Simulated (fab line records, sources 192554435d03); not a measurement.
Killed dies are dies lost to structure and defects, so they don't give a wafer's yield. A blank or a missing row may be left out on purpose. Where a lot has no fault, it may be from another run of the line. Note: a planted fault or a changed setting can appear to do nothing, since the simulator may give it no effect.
Matching of chambers	flow n5-finfet	ald-metal-03 running N5_BEOL_M7_ALD_77: 4 sister chambers
The step deposits TaN, target thk 2 nm, pulse time 2 s, purge time 3 s. 16 wafers are shown with their chamber, then 8 later ones without.

## WAFERS, EACH WITH ITS CHAMBER
wafer	chamber	heater-power-w (W)
L077.3	3	549
L077.5	0	353
L077.6	1	394
L080.1	2	444
L080.3	3	537
L080.5	2	432
L086.1	0	363
L086.4	2	433
L086.6	1	395
L088.2	1	393
L088.5	2	440
L088.6	1	381
L091.1	2	435
L091.3	1	396
L091.5	0	361
L092.1	3	551

SIGNATURES (averages over the wafers above)
reading	chamber 0	chamber 1	chamber 2	chamber 3	scatter within a chamber
heater-power-w	359.00	391.80	436.80	545.67	5.95
Rule: distance of a wafer from a chamber = root of the sum over the readings of ((wafer's reading minus chamber's mean) / reading's scatter) squared. The wafer belongs to the nearest chamber; if the next one is less than 2 further off, it can't be placed. The scatter: take each reading less its chamber's mean, square it, sum over the shown wafers, divide by the number of wafers less the number of chambers, and take the root.

## WAFERS WHOSE CHAMBER IS MISSING
wafer	heater-power-w (W)
L092.2	439
L092.6	349
L096.2	364
L096.3	393
L096.5	358
L097.1	352
L097.3	435
L097.5	421

## EACH ONE'S CHAMBER
wafer	from the rows above	in truth
L092.2	2	2
L092.6	0	0
L096.2	0	0
L096.3	1	1
L096.5	0	0
L097.1	0	0
L097.3	2	2
L097.5	2	2
8 of 8 placed correctly. Can't be placed from these rows: 0. Wrongly placed: 0.
